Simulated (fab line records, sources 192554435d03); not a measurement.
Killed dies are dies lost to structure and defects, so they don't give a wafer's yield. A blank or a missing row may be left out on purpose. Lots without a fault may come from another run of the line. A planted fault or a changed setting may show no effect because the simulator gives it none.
Chamber matching | flow n5_finfet | N5_GATE_CUT_ETCH_58 on rie_diel-02: 4 sister chambers
The step etches SiNx in CH3F/O2, target depth 17 nm, time 128.6 s. 4 wafers are shown with their chamber, then 8 later ones without.

WAFERS WITH THEIR CHAMBER
wafer  | chamber | showerhead_plenum_p_Torr (Torr)
L083.2 | 1       | 2.08
L087.3 | 2       | 1.98
L087.5 | 0       | 1.99
L088.2 | 3       | 2.12

WAFERS WITHOUT THEIR CHAMBER
wafer  | showerhead_plenum_p_Torr (Torr)
L088.3 | 2.08
L088.6 | 2.12
L090.1 | 1.98
L090.4 | 2.12
L090.6 | 1.99
L093.1 | 2.07
L093.4 | 1.99
L093.5 | 2.07

WHICH CHAMBER EACH WENT THROUGH
wafer  | from the rows above     | in truth
L088.3 | 1                       | 1
L088.6 | 3                       | 3
L090.1 | can't be placed: 2 or 0 | 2
L090.4 | 3                       | 3
L090.6 | can't be placed: 0 or 2 | 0
L093.1 | 1                       | 1
L093.4 | can't be placed: 0 or 2 | 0
L093.5 | 1                       | 1
Placed correctly: 5 of 8. Can't be placed from these rows: 3 (the true chamber is among the candidates in 3). Placed wrongly: 0.
How it was worked out, from the rows above alone: a wafer's distance from a chamber is the root of the sum, over the readings, of the square of ((its reading less the chamber's mean) divided by the reading's scatter). The wafer belongs to the nearest chamber; if the next one is less than 2 further off, it can't be placed. A chamber's mean is the mean of its shown wafers. The scatter: with one shown wafer a chamber, the root of the mean of the squares of how far each hidden wafer lies from its nearest shown one.
